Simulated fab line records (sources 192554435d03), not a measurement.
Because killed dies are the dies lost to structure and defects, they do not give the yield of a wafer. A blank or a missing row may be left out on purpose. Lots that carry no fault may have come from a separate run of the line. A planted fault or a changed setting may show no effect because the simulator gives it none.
Matching of chambers || flow n5Finfet || 4 sister chambers for N5_FIN_SAQP_MANDREL2_REMOVE_60 on rieSi-03
The step chemistry HBr/Cl2/O2, target a-Si, stops on SiNx, bt time 10 s. 8 wafers are shown with their chamber, then 8 later ones without.

== EACH WAFER AND ITS CHAMBER ==
{"wafer": "L082.6", "chamber": 2, "drypumpMotorCurrentA (A)": 6.5, "throttleValvePct (%)": 36.6}
{"wafer": "L088.4", "chamber": 2, "drypumpMotorCurrentA (A)": 6.5, "throttleValvePct (%)": 36.6}
{"wafer": "L090.4", "chamber": 0, "drypumpMotorCurrentA (A)": 5.0, "throttleValvePct (%)": 36.9}
{"wafer": "L090.5", "chamber": 3, "drypumpMotorCurrentA (A)": 6.5, "throttleValvePct (%)": 36.7}
{"wafer": "L091.2", "chamber": 0, "drypumpMotorCurrentA (A)": 5.0, "throttleValvePct (%)": 36.9}
{"wafer": "L091.3", "chamber": 3, "drypumpMotorCurrentA (A)": 6.4, "throttleValvePct (%)": 36.6}
{"wafer": "L091.5", "chamber": 1, "drypumpMotorCurrentA (A)": 6.3, "throttleValvePct (%)": 36.4}
{"wafer": "L092.2", "chamber": 1, "drypumpMotorCurrentA (A)": 6.3, "throttleValvePct (%)": 36.4}

== WAFERS WITHOUT THEIR CHAMBER ==
{"wafer": "L092.4", "drypumpMotorCurrentA (A)": 6.4, "throttleValvePct (%)": 36.7}
{"wafer": "L092.6", "drypumpMotorCurrentA (A)": 6.5, "throttleValvePct (%)": 36.7}
{"wafer": "L094.2", "drypumpMotorCurrentA (A)": 6.5, "throttleValvePct (%)": 36.9}
{"wafer": "L094.4", "drypumpMotorCurrentA (A)": 6.3, "throttleValvePct (%)": 36.4}
{"wafer": "L094.5", "drypumpMotorCurrentA (A)": 6.5, "throttleValvePct (%)": 36.9}
{"wafer": "L095.2", "drypumpMotorCurrentA (A)": 6.5, "throttleValvePct (%)": 36.9}
{"wafer": "L095.3", "drypumpMotorCurrentA (A)": 5.0, "throttleValvePct (%)": 36.9}
{"wafer": "L095.4", "drypumpMotorCurrentA (A)": 6.3, "throttleValvePct (%)": 36.4}

== WHICH CHAMBER EACH WENT THROUGH ==
{"wafer": "L092.4", "from the rows above": 3, "in truth": 3}
{"wafer": "L092.6", "from the rows above": "can't be placed: 3 or 2", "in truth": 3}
{"wafer": "L094.2", "from the rows above": "can't be placed: 3 or 2", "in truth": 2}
{"wafer": "L094.4", "from the rows above": 1, "in truth": 1}
{"wafer": "L094.5", "from the rows above": "can't be placed: 3 or 2", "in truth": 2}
{"wafer": "L095.2", "from the rows above": "can't be placed: 3 or 2", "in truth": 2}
{"wafer": "L095.3", "from the rows above": 0, "in truth": 0}
{"wafer": "L095.4", "from the rows above": 1, "in truth": 1}
Correct placement for 4 of the 8. From these rows, 4 cannot be placed; in 4 the true chamber is one of the candidates. Placed wrongly: 0.
How it was worked out, from the rows above alone: a wafer's distance from a chamber is the root of the sum, over the readings, of the square of ((its reading less the chamber's mean) divided by the reading's scatter). The wafer belongs to the nearest chamber; if the next one is less than 2 further off, it can't be placed. A chamber's mean is the mean of its shown wafers. The scatter: take each reading less its chamber's mean, square it, sum over the shown wafers, divide by the number of wafers less the number of chambers, and take the root.
